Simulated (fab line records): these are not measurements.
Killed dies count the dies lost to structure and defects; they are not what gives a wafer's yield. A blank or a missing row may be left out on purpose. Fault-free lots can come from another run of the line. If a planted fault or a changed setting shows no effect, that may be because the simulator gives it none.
Which tool did it? / flow n5_finfet / 24 lots, 72 wafers sampled, at 3 steps of a route of 1938

== WHAT EACH GAUGE READ, for each wafer ==
N5_BEOL_M5_OCD_MEAS_38.
lot=L074; measured=day 8 19:55; on=ocd-01; trench_depth_nm (nm)=73.7 72.2 72.7
lot=L076; measured=day 9 03:27; on=ocd-01; trench_depth_nm (nm)=70.7 70.7 73.0
lot=L075; measured=day 9 05:36; on=ocd-02; trench_depth_nm (nm)=71.2 71.7 71.8
lot=L077; measured=day 9 10:56; on=ocd-01; trench_depth_nm (nm)=73.1 72.8 72.0
lot=L078; measured=day 9 11:35; on=ocd-01; trench_depth_nm (nm)=71.5 71.8 72.1
lot=L079; measured=day 9 22:53; on=ocd-01; trench_depth_nm (nm)=70.7 72.4 70.8
lot=L080; measured=day 10 05:29; on=ocd-01; trench_depth_nm (nm)=70.1 71.8 69.6
lot=L081; measured=day 10 15:01; on=ocd-01; trench_depth_nm (nm)=71.8 71.6 70.7
lot=L083; measured=day 10 19:14; on=ocd-02; trench_depth_nm (nm)=69.2 71.2 71.3
lot=L082; measured=day 11 01:06; on=ocd-01; trench_depth_nm (nm)=70.1 69.6 71.0
lot=L084; measured=day 11 04:25; on=ocd-02; trench_depth_nm (nm)=71.4 72.9 71.8
lot=L086; measured=day 11 07:31; on=ocd-02; trench_depth_nm (nm)=72.2 71.0 73.0
lot=L087; measured=day 12 01:25; on=ocd-01; trench_depth_nm (nm)=69.8 69.2 72.1
lot=L085; measured=day 12 04:48; on=ocd-01; trench_depth_nm (nm)=71.2 71.0 73.3
lot=L088; measured=day 12 09:58; on=ocd-01; trench_depth_nm (nm)=73.2 72.3 71.0
lot=L089; measured=day 12 12:03; on=ocd-01; trench_depth_nm (nm)=73.6 73.3 70.2
lot=L090; measured=day 12 12:31; on=ocd-02; trench_depth_nm (nm)=73.2 72.0 71.0
lot=L091; measured=day 12 18:09; on=ocd-01; trench_depth_nm (nm)=72.3 69.8 72.3
lot=L092; measured=day 13 08:16; on=ocd-01; trench_depth_nm (nm)=73.3 71.4 72.3
lot=L094; measured=day 13 18:34; on=ocd-02; trench_depth_nm (nm)=72.2 70.2 72.5
lot=L093; measured=day 13 18:57; on=ocd-02; trench_depth_nm (nm)=72.2 71.4 70.6
lot=L095; measured=day 14 04:25; on=ocd-02; trench_depth_nm (nm)=73.6 72.7 72.3
lot=L097; measured=day 14 04:23; on=ocd-01; trench_depth_nm (nm)=72.4 72.2 69.6
lot=L096; measured=day 14 14:34; on=ocd-01; trench_depth_nm (nm)=72.4 71.2 71.3

== WHAT TOOL EACH LOT RAN ON (gives the tool, then ch and the chambers of the sampled wafers, and finally the start) ==
lot=L074; N5_BEOL_M5_STRIP_19=rie_diel-03 ch 0,1,3, day 8 18:45; N5_BEOL_M5_ETCH_41=rie_diel-04 ch 0,1,3, day 8 19:55 or earlier
lot=L076; N5_BEOL_M5_STRIP_19=rie_diel-04 ch 0,1,2, day 9 02:26; N5_BEOL_M5_ETCH_41=rie_diel-03 ch 0,1,2, day 9 03:27 or earlier
lot=L075; N5_BEOL_M5_STRIP_19=rie_diel-04 ch 1,3, day 9 03:11; N5_BEOL_M5_ETCH_41=rie_diel-04 ch 0,1, day 9 05:36 or earlier
lot=L077; N5_BEOL_M5_STRIP_19=rie_diel-04 ch 0,1, day 9 10:01; N5_BEOL_M5_ETCH_41=rie_diel-04 ch 0,1, day 9 10:56 or earlier
lot=L078; N5_BEOL_M5_STRIP_19=rie_diel-03 ch 0,3, day 9 10:32; N5_BEOL_M5_ETCH_41=rie_diel-06 ch 0,1, day 9 11:35 or earlier
lot=L079; N5_BEOL_M5_STRIP_19=rie_diel-06 ch 0,1,2, day 9 20:22; N5_BEOL_M5_ETCH_41=rie_diel-06 ch 2,3, day 9 22:53 or earlier
lot=L080; N5_BEOL_M5_STRIP_19=rie_diel-04 ch 0,1, day 10 04:01; N5_BEOL_M5_ETCH_41=rie_diel-03 ch 1,2, day 10 05:29 or earlier
lot=L081; N5_BEOL_M5_STRIP_19=rie_diel-04 ch 0,1, day 10 13:54; N5_BEOL_M5_ETCH_41=rie_diel-04 ch 0,1, day 10 15:01 or earlier
lot=L083; N5_BEOL_M5_STRIP_19=rie_diel-06 ch 0,3, day 10 17:49; N5_BEOL_M5_ETCH_41=rie_diel-03 ch 1,2, day 10 19:14 or earlier
lot=L082; N5_BEOL_M5_STRIP_19=rie_diel-03 ch 1,2,3, day 10 20:58; N5_BEOL_M5_ETCH_41=rie_diel-06 ch 0,1,2, day 11 01:06 or earlier
lot=L084; N5_BEOL_M5_STRIP_19=rie_diel-04 ch 0,1,3, day 11 01:47; N5_BEOL_M5_ETCH_41=rie_diel-04 ch 1,2,3, day 11 04:25 or earlier
lot=L086; N5_BEOL_M5_STRIP_19=rie_diel-03 ch 0,2, day 11 05:44; N5_BEOL_M5_ETCH_41=rie_diel-04 ch 1,2,3, day 11 07:31 or earlier
lot=L087; N5_BEOL_M5_STRIP_19=rie_diel-06 ch 1,2,3, day 11 23:00; N5_BEOL_M5_ETCH_41=rie_diel-06 ch 2,3, day 12 01:25 or earlier
lot=L085; N5_BEOL_M5_STRIP_19=rie_diel-04 ch 0,1, day 12 02:45; N5_BEOL_M5_ETCH_41=rie_diel-03 ch 0,2,3, day 12 04:48 or earlier
lot=L088; N5_BEOL_M5_STRIP_19=rie_diel-04 ch 2,3, day 12 06:01; N5_BEOL_M5_ETCH_41=rie_diel-04 ch 0,1,3, day 12 09:58 or earlier
lot=L089; N5_BEOL_M5_STRIP_19=rie_diel-04 ch 0,2,3, day 12 11:00; N5_BEOL_M5_ETCH_41=rie_diel-03 ch 0,1, day 12 12:03 or earlier
lot=L090; N5_BEOL_M5_STRIP_19=rie_diel-04 ch 1,2,3, day 12 11:27; N5_BEOL_M5_ETCH_41=rie_diel-03 ch 0,2, day 12 12:31 or earlier
lot=L091; N5_BEOL_M5_STRIP_19=rie_diel-06 ch 1,2,3, day 12 13:48; N5_BEOL_M5_ETCH_41=rie_diel-06 ch 1,2, day 12 18:09 or earlier
lot=L092; N5_BEOL_M5_STRIP_19=rie_diel-06 ch 2,3, day 13 06:46; N5_BEOL_M5_ETCH_41=rie_diel-04 ch 0,1,2, day 13 08:16 or earlier
lot=L094; N5_BEOL_M5_STRIP_19=rie_diel-04 ch 0,2,3, day 13 14:56; N5_BEOL_M5_ETCH_41=rie_diel-06 ch 1,2,3, day 13 18:34 or earlier
lot=L093; N5_BEOL_M5_STRIP_19=rie_diel-04 ch 1,2, day 13 17:22; N5_BEOL_M5_ETCH_41=rie_diel-06 ch 1,2,3, day 13 18:57 or earlier
lot=L095; N5_BEOL_M5_STRIP_19=rie_diel-06 ch 0,2,3, day 14 00:46; N5_BEOL_M5_ETCH_41=rie_diel-04 ch 0,2, day 14 04:25 or earlier
lot=L097; N5_BEOL_M5_STRIP_19=rie_diel-04 ch 1,2, day 14 01:32; N5_BEOL_M5_ETCH_41=rie_diel-06 ch 1,2,3, day 14 04:23 or earlier
lot=L096; N5_BEOL_M5_STRIP_19=rie_diel-04 ch 1,2, day 14 11:36; N5_BEOL_M5_ETCH_41=rie_diel-03 ch 0,3, day 14 14:34 or earlier
- N5_BEOL_M5_STRIP_19: strips in O2.
- N5_BEOL_M5_ETCH_41: etches SiCN in CH3F/O2, target depth 31.5 nm, time 56.7 s.

== AS READ BY THE TOOLS THEMSELVES (means over the sampled wafers that have a number; for cases with no such wafer, the mark the record gives instead) ==
N5_BEOL_M5_STRIP_19.
lot=L074; tool=rie_diel-03; drypump_motor_current_A (A)=6.01; oes_product_au (a.u.)=0.75; rf_vpp_V (V)=4.0; showerhead_plenum_p_Torr (Torr)=2.09; temp_c (C)=40.02; throttle_valve_pct (%)=16.71
lot=L076; tool=rie_diel-04; drypump_motor_current_A (A)=5.82; oes_product_au (a.u.)=0.86; rf_vpp_V (V)=3.9; showerhead_plenum_p_Torr (Torr)=2.13; temp_c (C)=40.09; throttle_valve_pct (%)=16.55
lot=L075; tool=rie_diel-04; drypump_motor_current_A (A)=5.70; oes_product_au (a.u.)=0.81; rf_vpp_V (V)=3.3; showerhead_plenum_p_Torr (Torr)=2.21; temp_c (C)=40.03; throttle_valve_pct (%)=16.62
lot=L077; tool=rie_diel-04; drypump_motor_current_A (A)=5.69; oes_product_au (a.u.)=0.78; rf_vpp_V (V)=3.8; showerhead_plenum_p_Torr (Torr)=2.14; temp_c (C)=39.97; throttle_valve_pct (%)=16.64
lot=L078; tool=rie_diel-03; drypump_motor_current_A (A)=5.89; oes_product_au (a.u.)=0.74; rf_vpp_V (V)=3.7; showerhead_plenum_p_Torr (Torr)=2.12; temp_c (C)=39.93; throttle_valve_pct (%)=16.71
lot=L079; tool=rie_diel-06; drypump_motor_current_A (A)=5.65; oes_product_au (a.u.)=0.73; rf_vpp_V (V)=3.4; showerhead_plenum_p_Torr (Torr)=2.05; temp_c (C)=40.01; throttle_valve_pct (%)=16.97
lot=L080; tool=rie_diel-04; drypump_motor_current_A (A)=5.71; oes_product_au (a.u.)=0.82; rf_vpp_V (V)=3.4; showerhead_plenum_p_Torr (Torr)=2.09; temp_c (C)=40.02; throttle_valve_pct (%)=16.45
lot=L081; tool=rie_diel-04; drypump_motor_current_A (A)=5.73; oes_product_au (a.u.)=0.83; rf_vpp_V (V)=3.5; showerhead_plenum_p_Torr (Torr)=2.09; temp_c (C)=39.98; throttle_valve_pct (%)=16.45
lot=L083; tool=rie_diel-06; drypump_motor_current_A (A)=5.78; oes_product_au (a.u.)=0.69; rf_vpp_V (V)=3.6; showerhead_plenum_p_Torr (Torr)=2.11; temp_c (C)=39.99; throttle_valve_pct (%)=16.98
lot=L082; tool=rie_diel-03; drypump_motor_current_A (A)=5.94; oes_product_au (a.u.)=0.80; rf_vpp_V (V)=3.5; showerhead_plenum_p_Torr (Torr)=2.08; temp_c (C)=40.05; throttle_valve_pct (%)=16.71
lot=L084; tool=rie_diel-04; drypump_motor_current_A (A)=5.70; oes_product_au (a.u.)=0.81; rf_vpp_V (V)=4.1; showerhead_plenum_p_Torr (Torr)=2.15; temp_c (C)=40.02; throttle_valve_pct (%)=16.56
lot=L086; tool=rie_diel-03; drypump_motor_current_A (A)=5.43; oes_product_au (a.u.)=0.96; rf_vpp_V (V)=3.6; showerhead_plenum_p_Torr (Torr)=2.16; temp_c (C)=39.98; throttle_valve_pct (%)=16.37
lot=L087; tool=rie_diel-06; drypump_motor_current_A (A)=5.90; oes_product_au (a.u.)=0.73; rf_vpp_V (V)=4.2; showerhead_plenum_p_Torr (Torr)=2.00; temp_c (C)=39.93; throttle_valve_pct (%)=16.77
lot=L085; tool=rie_diel-04; drypump_motor_current_A (A)=5.72; oes_product_au (a.u.)=0.81; rf_vpp_V (V)=3.7; showerhead_plenum_p_Torr (Torr)=2.09; temp_c (C)=39.91; throttle_valve_pct (%)=16.46
lot=L088; tool=rie_diel-04; drypump_motor_current_A (A)=5.94; oes_product_au (a.u.)=0.88; rf_vpp_V (V)=3.9; showerhead_plenum_p_Torr (Torr)=2.17; temp_c (C)=40.08; throttle_valve_pct (%)=16.59
lot=L089; tool=rie_diel-04; drypump_motor_current_A (A)=5.85; oes_product_au (a.u.)=0.85; rf_vpp_V (V)=3.7; showerhead_plenum_p_Torr (Torr)=2.14; temp_c (C)=40.01; throttle_valve_pct (%)=16.49
lot=L090; tool=rie_diel-04; drypump_motor_current_A (A)=5.81; oes_product_au (a.u.)=0.82; rf_vpp_V (V)=3.5; showerhead_plenum_p_Torr (Torr)=2.18; temp_c (C)=40.09; throttle_valve_pct (%)=16.69
lot=L091; tool=rie_diel-06; drypump_motor_current_A (A)=5.91; oes_product_au (a.u.)=0.72; rf_vpp_V (V)=4.0; showerhead_plenum_p_Torr (Torr)=2.00; temp_c (C)=39.96; throttle_valve_pct (%)=16.78
lot=L092; tool=rie_diel-06; drypump_motor_current_A (A)=5.77; oes_product_au (a.u.)=0.70; rf_vpp_V (V)=3.7; showerhead_plenum_p_Torr (Torr)=2.00; temp_c (C)=39.98; throttle_valve_pct (%)=16.81
lot=L094; tool=rie_diel-04; drypump_motor_current_A (A)=5.83; oes_product_au (a.u.)=0.85; rf_vpp_V (V)=3.7; showerhead_plenum_p_Torr (Torr)=2.13; temp_c (C)=40.02; throttle_valve_pct (%)=16.50
lot=L093; tool=rie_diel-04; drypump_motor_current_A (A)=5.91; oes_product_au (a.u.)=0.83; rf_vpp_V (V)=3.8; showerhead_plenum_p_Torr (Torr)=2.16; temp_c (C)=39.92; throttle_valve_pct (%)=16.71
lot=L095; tool=rie_diel-06; drypump_motor_current_A (A)=5.79; oes_product_au (a.u.)=0.69; rf_vpp_V (V)=3.6; showerhead_plenum_p_Torr (Torr)=2.04; temp_c (C)=39.94; throttle_valve_pct (%)=16.93
lot=L097; tool=rie_diel-04; drypump_motor_current_A (A)=5.78; oes_product_au (a.u.)=0.77; rf_vpp_V (V)=3.9; showerhead_plenum_p_Torr (Torr)=2.16; temp_c (C)=39.96; throttle_valve_pct (%)=16.82
lot=L096; tool=rie_diel-04; drypump_motor_current_A (A)=5.92; oes_product_au (a.u.)=0.83; rf_vpp_V (V)=3.7; showerhead_plenum_p_Torr (Torr)=2.15; temp_c (C)=40.02; throttle_valve_pct (%)=16.72

N5_BEOL_M5_ETCH_41.
lot=L074; tool=rie_diel-04; drypump_motor_current_A (A)=5.7; oes_product_au (a.u.)=0.83; rf_vpp_V (V)=297.8; showerhead_plenum_p_Torr (Torr)=2.05; throttle_valve_pct (%)=16.18
lot=L076; tool=rie_diel-03; drypump_motor_current_A (A)=5.5; oes_product_au (a.u.)=0.79; rf_vpp_V (V)=298.7; showerhead_plenum_p_Torr (Torr)=2.03; throttle_valve_pct (%)=16.28
lot=L075; tool=rie_diel-04; drypump_motor_current_A (A)=5.7; oes_product_au (a.u.)=0.83; rf_vpp_V (V)=297.0; showerhead_plenum_p_Torr (Torr)=2.00; throttle_valve_pct (%)=16.09
lot=L077; tool=rie_diel-04; drypump_motor_current_A (A)=5.7; oes_product_au (a.u.)=0.83; rf_vpp_V (V)=297.7; showerhead_plenum_p_Torr (Torr)=2.00; throttle_valve_pct (%)=16.10
lot=L078; tool=rie_diel-06; drypump_motor_current_A (A)=5.8; oes_product_au (a.u.)=0.73; rf_vpp_V (V)=297.5; showerhead_plenum_p_Torr (Torr)=1.96; throttle_valve_pct (%)=16.60
lot=L079; tool=rie_diel-06; drypump_motor_current_A (A)=5.8; oes_product_au (a.u.)=0.73; rf_vpp_V (V)=294.9; showerhead_plenum_p_Torr (Torr)=1.91; throttle_valve_pct (%)=16.44
lot=L080; tool=rie_diel-03; drypump_motor_current_A (A)=5.7; oes_product_au (a.u.)=0.79; rf_vpp_V (V)=297.3; showerhead_plenum_p_Torr (Torr)=2.00; throttle_valve_pct (%)=16.33
lot=L081; tool=rie_diel-04; drypump_motor_current_A (A)=5.7; oes_product_au (a.u.)=0.78; rf_vpp_V (V)=297.2; showerhead_plenum_p_Torr (Torr)=2.04; throttle_valve_pct (%)=16.30
lot=L083; tool=rie_diel-03; drypump_motor_current_A (A)=5.4; oes_product_au (a.u.)=0.84; rf_vpp_V (V)=297.9; showerhead_plenum_p_Torr (Torr)=2.02; throttle_valve_pct (%)=16.27
lot=L082; tool=rie_diel-06; drypump_motor_current_A (A)=5.7; oes_product_au (a.u.)=0.72; rf_vpp_V (V)=297.3; showerhead_plenum_p_Torr (Torr)=1.97; throttle_valve_pct (%)=16.66
lot=L084; tool=rie_diel-04; drypump_motor_current_A (A)=5.8; oes_product_au (a.u.)=0.82; rf_vpp_V (V)=298.7; showerhead_plenum_p_Torr (Torr)=2.08; throttle_valve_pct (%)=16.28
lot=L086; tool=rie_diel-04; drypump_motor_current_A (A)=5.8; oes_product_au (a.u.)=0.82; rf_vpp_V (V)=299.0; showerhead_plenum_p_Torr (Torr)=2.08; throttle_valve_pct (%)=16.28
lot=L087; tool=rie_diel-06; drypump_motor_current_A (A)=5.8; oes_product_au (a.u.)=0.71; rf_vpp_V (V)=295.6; showerhead_plenum_p_Torr (Torr)=1.91; throttle_valve_pct (%)=16.47
lot=L085; tool=rie_diel-03; drypump_motor_current_A (A)=5.8; oes_product_au (a.u.)=0.87; rf_vpp_V (V)=297.4; showerhead_plenum_p_Torr (Torr)=2.01; throttle_valve_pct (%)=16.15
lot=L088; tool=rie_diel-04; drypump_motor_current_A (A)=5.7; oes_product_au (a.u.)=0.80; rf_vpp_V (V)=298.3; showerhead_plenum_p_Torr (Torr)=2.04; throttle_valve_pct (%)=16.21
lot=L089; tool=rie_diel-03; drypump_motor_current_A (A)=5.7; oes_product_au (a.u.)=0.86; rf_vpp_V (V)=297.3; showerhead_plenum_p_Torr (Torr)=2.03; throttle_valve_pct (%)=16.05
lot=L090; tool=rie_diel-03; drypump_motor_current_A (A)=5.4; oes_product_au (a.u.)=0.90; rf_vpp_V (V)=297.8; showerhead_plenum_p_Torr (Torr)=2.04; throttle_valve_pct (%)=16.10
lot=L091; tool=rie_diel-06; drypump_motor_current_A (A)=5.8; oes_product_au (a.u.)=0.73; rf_vpp_V (V)=295.7; showerhead_plenum_p_Torr (Torr)=1.91; throttle_valve_pct (%)=16.55
lot=L092; tool=rie_diel-04; drypump_motor_current_A (A)=5.8; oes_product_au (a.u.)=0.81; rf_vpp_V (V)=297.9; showerhead_plenum_p_Torr (Torr)=2.02; throttle_valve_pct (%)=16.23
lot=L094; tool=rie_diel-06; drypump_motor_current_A (A)=5.9; oes_product_au (a.u.)=0.70; rf_vpp_V (V)=295.6; showerhead_plenum_p_Torr (Torr)=1.90; throttle_valve_pct (%)=16.46
lot=L093; tool=rie_diel-06; drypump_motor_current_A (A)=5.9; oes_product_au (a.u.)=0.70; rf_vpp_V (V)=295.4; showerhead_plenum_p_Torr (Torr)=1.90; throttle_valve_pct (%)=16.46
lot=L095; tool=rie_diel-04; drypump_motor_current_A (A)=5.9; oes_product_au (a.u.)=0.85; rf_vpp_V (V)=297.0; showerhead_plenum_p_Torr (Torr)=1.98; throttle_valve_pct (%)=16.04
lot=L097; tool=rie_diel-06; drypump_motor_current_A (A)=5.9; oes_product_au (a.u.)=0.71; rf_vpp_V (V)=295.9; showerhead_plenum_p_Torr (Torr)=1.90; throttle_valve_pct (%)=16.45
lot=L096; tool=rie_diel-03; drypump_motor_current_A (A)=6.2; oes_product_au (a.u.)=0.81; rf_vpp_V (V)=297.0; showerhead_plenum_p_Torr (Torr)=1.96; throttle_valve_pct (%)=16.23

== THE ANSWER, worked out from the rows above alone ==
Rule: usual is defined by the lots themselves. Put in order of their means at a reading, lots are off if they are a third of the lots or fewer, leave a main group of 4 or more, and stand apart from it by a gap of 3 or more times the standard deviation of the main group's means; of several such gaps the widest counts. A main group is skipped when, at the precision printed for the reading in the tables above, its means are all equal. A lot without any number at a reading at which 4 lots or more have one is off too. Any other lot the step has rows for is counted as sound. First the gauges in route order, then the tools' own readings, where a lot's mean is used as printed above. The first step at which some lot is off is used, and at that step the reading that is off furthest; a lot without a number counts as furthest.
Across all readings shown, no lot is off: no conclusion can be drawn from this.

== WHAT HAD BEEN PUT IN BY THE SIMULATOR ==
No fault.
